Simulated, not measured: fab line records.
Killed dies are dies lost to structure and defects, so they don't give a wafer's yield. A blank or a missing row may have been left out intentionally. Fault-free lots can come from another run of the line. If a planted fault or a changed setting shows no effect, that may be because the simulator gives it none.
What tool caused it? | flow nandHarc | 23 lots with 69 wafers sampled at 6 steps, on a route of 1159 steps

## WHAT EACH GAUGE READ, for each wafer
The record lacks any reading of a measuring or inspecting step that a usual standard deviation could be used to judge.

## WHICH TOOL RAN EACH LOT (tool, then ch and the chambers of the sampled wafers, then the start)
lot  | NHARC_A_STAIRCASE_ETCH_15                    | NHARC_A_STAIRCASE_TRIM_16                    | NHARC_A_STAIRCASE_DESCUM_219      | NHARC_A_STAIRCASE_TRIM_229        | NHARC_A_STAIRCASE_STRIP_254         | NHARC_A_STAIRCASE_ETCH_294
L075 | rieDiel-02 ch 0,3, day 11 04:37 or earlier   | rieDiel-02 ch 0,1, day 11 04:37 or earlier   | rieDiel-05 ch 0,1,3, day 11 04:37 | rieDiel-05 ch 0,1,3, day 11 06:41 | plasmaAsher-02 ch 0,1, day 11 09:40 | rieDiel-02 ch 0,1,2, no start
L074 | rieDiel-04 ch 0,1, day 11 09:33 or earlier   | rieDiel-04 ch 2,3, day 11 09:33 or earlier   | rieDiel-02 ch 0,2,3, day 11 09:33 | rieDiel-05 ch 1,2, day 11 10:42   | plasmaAsher-01 ch 0,1, day 11 13:32 | rieDiel-05 ch 0,1,3, no start
L076 | rieDiel-05 ch 0,1,2, day 11 19:22 or earlier | rieDiel-05 ch 0,3, day 11 19:22 or earlier   | rieDiel-04 ch 0,1, day 11 19:22   | rieDiel-05 ch 0,2, day 11 20:40   | plasmaAsher-02 ch 0,1, day 11 23:58 | rieDiel-05 ch 1,2, no start
L077 | rieDiel-02 ch 0,2,3, day 11 19:11 or earlier | rieDiel-02 ch 0,1,3, day 11 19:11 or earlier | rieDiel-05 ch 0,2,3, day 11 19:11 | rieDiel-04 ch 0,1,2, day 11 20:32 | plasmaAsher-01 ch 0,1, day 11 23:26 | rieDiel-04 ch 1,2,3, no start
L080 | rieDiel-02 ch 0,2,3, day 12 10:11 or earlier | rieDiel-02 ch 0,2,3, day 12 10:11 or earlier | rieDiel-04 ch 1,2,3, day 12 10:11 | rieDiel-02 ch 2,3, day 12 11:17   | plasmaAsher-01 ch 0,1, day 13 02:05 | rieDiel-05 ch 0,3, no start
L079 | rieDiel-05 ch 0,1, day 12 23:02 or earlier   | rieDiel-05 ch 0,1,2, day 12 23:02 or earlier | rieDiel-05 ch 1,2, day 12 23:02   | rieDiel-02 ch 2,3, day 13 00:11   | plasmaAsher-01 ch 0,1, day 13 05:29 | rieDiel-02 ch 0,1, no start
L078 | rieDiel-02 ch 0,2,3, day 13 00:05 or earlier | rieDiel-02 ch 1,2,3, day 13 00:05 or earlier | rieDiel-05 ch 0,1,2, day 13 00:05 | rieDiel-05 ch 1,2,3, day 13 01:13 | plasmaAsher-01 ch 0,1, day 13 06:04 | rieDiel-05 ch 0,1,2, no start
L081 | rieDiel-02 ch 0,1, day 13 12:28 or earlier   | rieDiel-02 ch 1,2, day 13 12:28 or earlier   | rieDiel-05 ch 0,1, day 13 12:28   | rieDiel-02 ch 0,2,3, day 13 13:40 | plasmaAsher-01 ch 0,1, day 13 18:13 | rieDiel-04 ch 0,1, no start
L082 | rieDiel-05 ch 0,2,3, day 13 12:52 or earlier | rieDiel-05 ch 0,2,3, day 13 12:52 or earlier | rieDiel-05 ch 1,2,3, day 13 12:52 | rieDiel-05 ch 0,1,3, day 13 14:03 | plasmaAsher-01 ch 0,1, day 13 17:25 | rieDiel-05 ch 0,1,3, no start
L083 | rieDiel-02 ch 0,1,2, day 13 13:52 or earlier | rieDiel-02 ch 0,2, day 13 13:52 or earlier   | rieDiel-04 ch 1,2, day 13 13:52   | rieDiel-05 ch 1,2,3, day 13 16:24 | plasmaAsher-01 ch 0,1, day 13 20:11 | rieDiel-05 ch 2,3, no start
L084 | rieDiel-04 ch 1,2, day 14 00:29 or earlier   | rieDiel-04 ch 1,3, day 14 00:29 or earlier   | rieDiel-05 ch 0,3, day 14 00:29   | rieDiel-05 ch 0,1,3, day 14 02:19 | plasmaAsher-02 ch 0,1, day 14 05:26 | rieDiel-05 ch 0,1,2, no start
L086 | rieDiel-02 ch 1,2, day 14 10:13 or earlier   | rieDiel-02 ch 0,3, day 14 10:13 or earlier   | rieDiel-02 ch 0,3, day 14 10:13   | rieDiel-02 ch 0,3, day 14 11:28   | plasmaAsher-02 ch 0,1, day 14 14:32 | rieDiel-05 ch 0,1,3, no start
L087 | rieDiel-05 ch 0,2,3, day 14 11:36 or earlier | rieDiel-05 ch 1,2,3, day 14 11:36 or earlier | rieDiel-02 ch 0,2,3, day 14 11:36 | rieDiel-02 ch 0,1,2, day 14 13:02 | plasmaAsher-01 ch 0,1, day 14 16:08 | rieDiel-05 ch 1,3, no start
L085 | rieDiel-05 ch 0,1,2, day 14 15:07 or earlier | rieDiel-05 ch 0,2,3, day 14 15:07 or earlier | rieDiel-02 ch 0,2,3, day 14 15:07 | rieDiel-05 ch 0,3, day 14 16:29   | plasmaAsher-02 ch 0,1, day 14 19:56 | rieDiel-05 ch 0,2, no start
L088 | rieDiel-02 ch 0,2,3, day 15 00:15 or earlier | rieDiel-02 ch 0,3, day 15 00:15 or earlier   | rieDiel-04 ch 1,3, day 15 00:15   | rieDiel-05 ch 0,1,2, day 15 01:56 | plasmaAsher-01 ch 1, day 15 05:35   | rieDiel-04 ch 2,3, no start
L089 | rieDiel-05 ch 0,1,2, day 15 00:32 or earlier | rieDiel-05 ch 1,2,3, day 15 00:32 or earlier | rieDiel-04 ch 0,2,3, day 15 00:32 | rieDiel-05 ch 1,2,3, day 15 02:19 | plasmaAsher-02 ch 0,1, day 15 05:36 | rieDiel-04 ch 1,3, no start
L093 | rieDiel-02 ch 0,2,3, day 15 15:19 or earlier | rieDiel-02 ch 0,2,3, day 15 15:19 or earlier | rieDiel-04 ch 1,2, day 15 15:19   | rieDiel-04 ch 1,2,3, day 15 16:26 | plasmaAsher-02 ch 0,1, day 15 19:17 | rieDiel-05 ch 1,2, no start
L091 | rieDiel-04 ch 2,3, day 15 16:40 or earlier   | rieDiel-04 ch 0,2,3, day 15 16:40 or earlier | rieDiel-04 ch 1,2, day 15 16:40   | rieDiel-05 ch 1,2, day 15 18:01   | plasmaAsher-01 ch 0,1, day 15 21:34 | rieDiel-02 ch 0,1,2, no start
L090 | rieDiel-02 ch 2,3, day 15 16:34 or earlier   | rieDiel-02 ch 0,2,3, day 15 16:34 or earlier | rieDiel-05 ch 0,2,3, day 15 16:34 | rieDiel-02 ch 0,2,3, day 15 17:54 | plasmaAsher-02 ch 0,1, day 15 21:32 | rieDiel-05 ch 1,2, no start
L092 | rieDiel-04 ch 0,1,2, day 15 19:42 or earlier | rieDiel-04 ch 2,3, day 15 19:42 or earlier   | rieDiel-05 ch 1,2,3, day 15 19:42 | rieDiel-05 ch 0,1,2, day 15 22:14 | plasmaAsher-01 ch 0, day 16 01:07   | rieDiel-05 ch 0,2,3, no start
L095 | rieDiel-02 ch 1,2,3, day 16 04:24 or earlier | rieDiel-02 ch 0,2, day 16 04:24 or earlier   | rieDiel-04 ch 0,1,2, day 16 04:24 | rieDiel-04 ch 1,2,3, day 16 05:32 | plasmaAsher-01 ch 0,1, day 16 08:42 | rieDiel-02 ch 2,3, no start
L094 | rieDiel-02 ch 2,3, day 16 05:40 or earlier   | rieDiel-02 ch 0,2,3, day 16 05:40 or earlier | rieDiel-04 ch 1,2, day 16 05:40   | rieDiel-04 ch 1,2,3, day 16 06:55 | plasmaAsher-01 ch 0,1, day 16 09:50 | rieDiel-05 ch 1,2,3, no start
L097 | rieDiel-05 ch 0,1,3, day 16 23:28 or earlier | rieDiel-05 ch 0,2,3, day 16 23:28 or earlier | rieDiel-05 ch 0,1,3, day 16 23:28 | rieDiel-05 ch 0,1,3, day 17 00:34 | plasmaAsher-01 ch 0,1, day 17 03:29 | rieDiel-04 ch 0,1,3, no start
- NHARC_A_STAIRCASE_ETCH_15: etches the open film in C4F8/O2, target depth 100 nm, time 40.5 s.
- NHARC_A_STAIRCASE_TRIM_16: chemistry O2, time 211.2 s.
- NHARC_A_STAIRCASE_DESCUM_219: chemistry O2, time 3 s.
- NHARC_A_STAIRCASE_TRIM_229: chemistry O2, time 211.2 s.
- NHARC_A_STAIRCASE_STRIP_254: strips in O2.
- NHARC_A_STAIRCASE_ETCH_294: etches the open film in C4F8/O2/Ar, target depth 4992 nm, time 1212.4 s.

## WHAT THE TOOLS THEMSELVES READ (means of the sampled wafers that have a number; where no wafer has one, the mark that the record gives instead)
NHARC_A_STAIRCASE_ETCH_15.
lot  | tool       | biasW (W) | oesProductAu (a.u.) | rfVppV (V)
L075 | rieDiel-02 | 1000.0    | 0.945               | 899
L074 | rieDiel-04 | 1000.2    | 0.944               | 900
L076 | rieDiel-05 | 1001.0    | 0.928               | 893
L077 | rieDiel-02 | 1001.6    | 0.934               | 899
L080 | rieDiel-02 | 998.5     | 0.940               | 900
L079 | rieDiel-05 | 999.0     | 0.938               | 891
L078 | rieDiel-02 | 999.9     | 0.944               | 900
L081 | rieDiel-02 | 998.7     | 0.927               | 898
L082 | rieDiel-05 | 999.6     | 0.934               | 895
L083 | rieDiel-02 | 998.7     | 0.947               | 899
L084 | rieDiel-04 | 999.2     | 0.942               | 899
L086 | rieDiel-02 | 998.5     | 0.940               | 900
L087 | rieDiel-05 | 998.1     | 0.931               | 896
L085 | rieDiel-05 | 999.0     | 0.913               | 893
L088 | rieDiel-02 | 997.4     | 0.937               | 900
L089 | rieDiel-05 | 999.7     | 0.935               | 891
L093 | rieDiel-02 | 999.5     | 0.933               | 899
L091 | rieDiel-04 | 996.2     | 0.941               | 899
L090 | rieDiel-02 | 997.8     | 0.927               | 898
L092 | rieDiel-04 | 1001.3    | 0.943               | 898
L095 | rieDiel-02 | 998.2     | 0.941               | 896
L094 | rieDiel-02 | 999.2     | 0.946               | 897
L097 | rieDiel-05 | 999.3     | 0.925               | 893

NHARC_A_STAIRCASE_TRIM_16.
lot  | tool       | drypumpMotorCurrentA (A) | oesProductAu (a.u.) | rfVppV (V) | showerheadPlenumPTorr (Torr) | throttleValvePct (%)
L075 | rieDiel-02 | 5.8                      | 0.991               | 57.3       | 3.58                         | 17.035
L074 | rieDiel-04 | 5.5                      | 0.999               | 57.7       | 3.61                         | 17.046
L076 | rieDiel-05 | 5.2                      | 1.000               | 58.0       | 3.48                         | 17.036
L077 | rieDiel-02 | 5.4                      | 0.991               | 58.0       | 3.58                         | 17.030
L080 | rieDiel-02 | 5.6                      | 0.993               | 57.3       | 3.64                         | 17.037
L079 | rieDiel-05 | 5.8                      | 0.993               | 57.2       | 3.44                         | 17.031
L078 | rieDiel-02 | 5.6                      | 0.997               | 57.1       | 3.56                         | 17.032
L081 | rieDiel-02 | 5.9                      | 0.999               | 57.8       | 3.56                         | 17.046
L082 | rieDiel-05 | 5.3                      | 0.999               | 57.9       | 3.52                         | 17.028
L083 | rieDiel-02 | 6.0                      | 0.999               | 58.3       | 3.70                         | 17.037
L084 | rieDiel-04 | 5.7                      | 1.002               | 58.7       | 3.72                         | 17.040
L086 | rieDiel-02 | 5.1                      | 0.998               | 57.5       | 3.57                         | 17.035
L087 | rieDiel-05 | 5.7                      | 0.994               | 57.3       | 3.50                         | 17.042
L085 | rieDiel-05 | 5.3                      | 0.996               | 57.4       | 3.51                         | 17.036
L088 | rieDiel-02 | 5.2                      | 1.003               | 58.0       | 3.56                         | 17.025
L089 | rieDiel-05 | 5.7                      | 0.994               | 57.6       | 3.50                         | 17.031
L093 | rieDiel-02 | 5.6                      | 1.002               | 58.6       | 3.63                         | 17.038
L091 | rieDiel-04 | 5.4                      | 1.011               | 57.5       | 3.53                         | 17.044
L090 | rieDiel-02 | 5.6                      | 0.997               | 58.1       | 3.63                         | 17.031
L092 | rieDiel-04 | 5.3                      | 0.995               | 57.3       | 3.57                         | 17.039
L095 | rieDiel-02 | 5.8                      | 1.001               | 58.4       | 3.70                         | 17.038
L094 | rieDiel-02 | 5.6                      | 1.008               | 58.0       | 3.62                         | 17.026
L097 | rieDiel-05 | 5.3                      | 1.002               | 57.5       | 3.50                         | 17.032

NHARC_A_STAIRCASE_DESCUM_219.
lot  | tool       | drypumpMotorCurrentA (A) | oesProductAu (a.u.) | rfVppV (V) | showerheadPlenumPTorr (Torr) | throttleValvePct (%)
L075 | rieDiel-05 | 5.6                      | 0.994               | 56.8       | 1.88                         | 11.304
L074 | rieDiel-02 | 5.6                      | 0.999               | 58.6       | 1.98                         | 11.315
L076 | rieDiel-04 | 5.5                      | 0.989               | 57.7       | 1.99                         | 11.309
L077 | rieDiel-05 | 5.3                      | 0.987               | 57.9       | 1.91                         | 11.310
L080 | rieDiel-04 | 5.4                      | 1.006               | 58.3       | 1.99                         | 11.317
L079 | rieDiel-05 | 6.2                      | 0.996               | 58.2       | 1.86                         | 11.307
L078 | rieDiel-05 | 5.8                      | 0.985               | 57.6       | 1.86                         | 11.310
L081 | rieDiel-05 | 6.1                      | 0.984               | 57.8       | 1.83                         | 11.314
L082 | rieDiel-05 | 5.7                      | 0.990               | 57.8       | 1.90                         | 11.319
L083 | rieDiel-04 | 5.4                      | 0.996               | 58.4       | 2.02                         | 11.313
L084 | rieDiel-05 | 5.1                      | 0.994               | 58.1       | 1.88                         | 11.317
L086 | rieDiel-02 | 5.1                      | 1.006               | 58.5       | 1.93                         | 11.310
L087 | rieDiel-02 | 5.6                      | 0.999               | 58.0       | 1.97                         | 11.311
L085 | rieDiel-02 | 5.6                      | 1.003               | 57.2       | 1.97                         | 11.319
L088 | rieDiel-04 | 5.6                      | 1.000               | 57.6       | 2.02                         | 11.313
L089 | rieDiel-04 | 5.4                      | 1.001               | 58.4       | 1.91                         | 11.309
L093 | rieDiel-04 | 5.2                      | 1.000               | 57.9       | 1.96                         | 11.297
L091 | rieDiel-04 | 5.3                      | 1.005               | 59.1       | 1.96                         | 11.298
L090 | rieDiel-05 | 5.3                      | 0.987               | 57.3       | 1.90                         | 11.304
L092 | rieDiel-05 | 5.7                      | 1.000               | 57.4       | 1.89                         | 11.312
L095 | rieDiel-04 | 5.4                      | 0.997               | 58.0       | 1.94                         | 11.314
L094 | rieDiel-04 | 5.3                      | 0.995               | 57.3       | 1.96                         | 11.314
L097 | rieDiel-05 | 5.6                      | 0.989               | 57.9       | 1.87                         | 11.301

NHARC_A_STAIRCASE_TRIM_229.
lot  | tool       | drypumpMotorCurrentA (A) | oesProductAu (a.u.) | rfVppV (V) | showerheadPlenumPTorr (Torr) | throttleValvePct (%)
L075 | rieDiel-05 | 5.6                      | 0.996               | 57.7       | 3.48                         | 17.046
L074 | rieDiel-05 | 6.0                      | 0.994               | 57.2       | 3.48                         | 17.033
L076 | rieDiel-05 | 5.6                      | 0.997               | 56.7       | 3.48                         | 17.034
L077 | rieDiel-04 | 5.4                      | 1.006               | 57.8       | 3.59                         | 17.024
L080 | rieDiel-02 | 5.4                      | 1.009               | 58.1       | 3.56                         | 17.028
L079 | rieDiel-02 | 5.3                      | 1.001               | 58.4       | 3.56                         | 17.030
L078 | rieDiel-05 | 5.7                      | 0.987               | 58.1       | 3.51                         | 17.038
L081 | rieDiel-02 | 5.6                      | 1.000               | 58.2       | 3.63                         | 17.045
L082 | rieDiel-05 | 5.6                      | 0.981               | 57.6       | 3.47                         | 17.039
L083 | rieDiel-05 | 5.8                      | 0.991               | 57.1       | 3.50                         | 17.029
L084 | rieDiel-05 | 5.6                      | 0.983               | 57.1       | 3.46                         | 17.045
L086 | rieDiel-02 | 5.4                      | 1.003               | 58.1       | 3.64                         | 17.038
L087 | rieDiel-02 | 6.0                      | 0.998               | 58.2       | 3.63                         | 17.040
L085 | rieDiel-05 | 5.1                      | 0.992               | 57.5       | 3.54                         | 17.038
L088 | rieDiel-05 | 5.8                      | 0.987               | 57.1       | 3.43                         | 17.035
L089 | rieDiel-05 | 5.7                      | 0.990               | 57.5       | 3.50                         | 17.044
L093 | rieDiel-04 | 5.5                      | 0.998               | 56.9       | 3.64                         | 17.044
L091 | rieDiel-05 | 5.9                      | 0.987               | 58.0       | 3.46                         | 17.046
L090 | rieDiel-02 | 5.6                      | 1.000               | 58.0       | 3.62                         | 17.043
L092 | rieDiel-05 | 5.8                      | 0.995               | 57.9       | 3.42                         | 17.039
L095 | rieDiel-04 | 5.5                      | 0.995               | 57.7       | 3.64                         | 17.034
L094 | rieDiel-04 | 5.5                      | 0.995               | 57.8       | 3.64                         | 17.030
L097 | rieDiel-05 | 5.6                      | 0.992               | 57.5       | 3.45                         | 17.033

NHARC_A_STAIRCASE_STRIP_254.
lot  | tool           | drypumpMotorCurrentA (A) | heaterPowerW (W)
L075 | plasmaAsher-02 | 6.25                     | 314
L074 | plasmaAsher-01 | 6.10                     | 335
L076 | plasmaAsher-02 | 6.26                     | 314
L077 | plasmaAsher-01 | 6.10                     | 336
L080 | plasmaAsher-01 | 6.22                     | 330
L079 | plasmaAsher-01 | 6.24                     | 332
L078 | plasmaAsher-01 | 6.10                     | 326
L081 | plasmaAsher-01 | 6.23                     | 329
L082 | plasmaAsher-01 | 6.23                     | 330
L083 | plasmaAsher-01 | 6.24                     | 330
L084 | plasmaAsher-02 | 6.28                     | 312
L086 | plasmaAsher-02 | 6.27                     | 312
L087 | plasmaAsher-01 | 6.22                     | 330
L085 | plasmaAsher-02 | 6.13                     | 331
L088 | plasmaAsher-01 | 5.96                     | 320
L089 | plasmaAsher-02 | 6.25                     | 313
L093 | plasmaAsher-02 | 6.27                     | 315
L091 | plasmaAsher-01 | 6.22                     | 330
L090 | plasmaAsher-02 | 6.14                     | 334
L092 | plasmaAsher-01 | 6.34                     | 337
L095 | plasmaAsher-01 | 6.09                     | 322
L094 | plasmaAsher-01 | 6.22                     | 333
L097 | plasmaAsher-01 | 6.11                     | 326

NHARC_A_STAIRCASE_ETCH_294.
lot  | tool       | biasW (W) | oesProductAu (a.u.) | rfVppV (V)
L075 | rieDiel-02 | 3001      | 0.941               | 1835
L074 | rieDiel-05 | 3007      | 0.926               | 1823
L076 | rieDiel-05 | 3002      | 0.940               | 1820
L077 | rieDiel-04 | 3004      | 0.937               | 1836
L080 | rieDiel-05 | 3002      | 0.922               | 1823
L079 | rieDiel-02 | 2999      | 0.925               | 1835
L078 | rieDiel-05 | 3006      | 0.916               | 1820
L081 | rieDiel-04 | 3004      | 0.939               | 1828
L082 | rieDiel-05 | 2996      | 0.929               | 1822
L083 | rieDiel-05 | 2992      | 0.923               | 1831
L084 | rieDiel-05 | 2998      | 0.921               | 1819
L086 | rieDiel-05 | 3000      | 0.926               | 1822
L087 | rieDiel-05 | 2996      | 0.921               | 1826
L085 | rieDiel-05 | 2999      | 0.925               | 1823
L088 | rieDiel-04 | 3006      | 0.928               | 1829
L089 | rieDiel-04 | 2994      | 0.925               | 1838
L093 | rieDiel-05 | 3002      | 0.931               | 1822
L091 | rieDiel-02 | 3002      | 0.929               | 1833
L090 | rieDiel-05 | 3011      | 0.928               | 1818
L092 | rieDiel-05 | 2991      | 0.940               | 1824
L095 | rieDiel-02 | 2992      | 0.930               | 1827
L094 | rieDiel-05 | 2993      | 0.923               | 1823
L097 | rieDiel-04 | 3009      | 0.933               | 1832

## THE ANSWER, worked out from the rows above alone
Rule: what is usual is taken from the lots themselves. The widest of any qualifying gaps counts: lots, ordered by their means at a reading, are off when they make up no more than a third of the lots, leave a main group of 4 or more, and stand apart from it by 3 or more times the standard deviation of that group's means. Not used: any main group whose means are identical at the precision the tables above print for the reading. A lot without any number at a reading at which 4 lots or more have one is off too. All remaining lots with rows at the step are treated as sound. After the gauges, taken in route order, come the tools' own readings; for these a lot's mean is taken, as printed above. The first step at which some lot is off is used, and at that step the reading that is off furthest; a lot without a number counts as furthest.
Across all readings shown, no lot is off: no conclusion can be drawn from this.

## WHAT HAD BEEN PUT IN BY THE SIMULATOR
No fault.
